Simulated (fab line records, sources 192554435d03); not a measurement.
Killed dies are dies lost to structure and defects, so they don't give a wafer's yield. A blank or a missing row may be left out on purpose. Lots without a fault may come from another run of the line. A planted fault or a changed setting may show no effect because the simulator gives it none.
Which tool did it? | flow n5_finfet | 9 lots, 27 wafers sampled, at 3 steps of a route of 1938

WHAT THE GAUGES READ, wafer by wafer
N5_STI_FIN_REVEAL_INSPECT_13: inspects for defects (darkfield).
lot  | measured    | on                | raw_defect_count
L978 | day 2 13:22 | defect_inspect-02 | 12 17 10
L983 | day 3 20:29 | defect_inspect-01 | 10 13 18
L984 | day 4 01:27 | defect_inspect-01 | 8 29 3
L985 | day 4 09:26 | defect_inspect-01 | 19 10 19
L986 | day 4 15:11 | defect_inspect-01 | 12 8 8
L987 | day 4 22:51 | defect_inspect-02 | 11 6 9
L999 | day 7 18:24 | defect_inspect-02 | 6 4 11
L100 | day 8 00:14 | defect_inspect-01 | 19 6 8
L101 | day 8 06:46 | defect_inspect-01 | 12 6 12

WHICH TOOL RAN EACH LOT (tool, then ch and the chambers of the sampled wafers, then the start)
lot  | N5_STI_FIN_REVEAL_ALD_14         | N5_STI_FIN_REVEAL_OXIDATION_33
L978 | ald_sin-03 ch 1,2,3, day 2 04:32 | plasma_asher-01 ch 0,1, day 2 13:04
L983 | ald_sin-03 ch 1,2,3, day 3 11:44 | plasma_asher-02 ch 0,1, day 3 20:14
L984 | ald_sin-04 ch 1,3, day 3 16:36   | plasma_asher-02 ch 0,1, day 4 01:10
L985 | ald_sin-03 ch 0,3, day 4 00:37   | plasma_asher-02 ch 0,1, day 4 09:08
L986 | ald_sin-03 ch 0,1,2, day 4 06:25 | plasma_asher-02 ch 0,1, day 4 14:54
L987 | ald_sin-04 ch 1,2, day 4 14:00   | plasma_asher-01 ch 0,1, day 4 22:34
L999 | ald_sin-03 ch 0,1,2, day 7 09:46 | plasma_asher-02 ch 0,1, day 7 18:07
L100 | ald_sin-03 ch 0,1,3, day 7 15:31 | plasma_asher-02 ch 0,1, day 7 23:57
L101 | ald_sin-04 ch 0,2,3, day 7 21:44 | plasma_asher-01 ch 0,1, day 8 06:30
- N5_STI_FIN_REVEAL_ALD_14: deposits Si3N4, target thk 3 nm.
- N5_STI_FIN_REVEAL_OXIDATION_33: chemistry O2 PLASMA REMOTE, time 20 s.

THE ANSWER, worked out from the rows above alone
Rule: what is usual is taken from the lots themselves. Put in order of their means at a reading, lots are off if they are a third of the lots or fewer, leave a main group of 4 or more, and stand apart from it by a gap of 3 or more times the standard deviation of the main group's means; of several such gaps the widest counts. A main group whose means are all the same, to the digits that the tables above print for the reading, isn't used. A lot without any number at a reading at which 4 lots or more have one is off too. The other lots that the step has rows for count as sound.
No lot is off at any reading shown: from this, nothing can be told.

WHAT THE SIMULATOR HAD PUT IN
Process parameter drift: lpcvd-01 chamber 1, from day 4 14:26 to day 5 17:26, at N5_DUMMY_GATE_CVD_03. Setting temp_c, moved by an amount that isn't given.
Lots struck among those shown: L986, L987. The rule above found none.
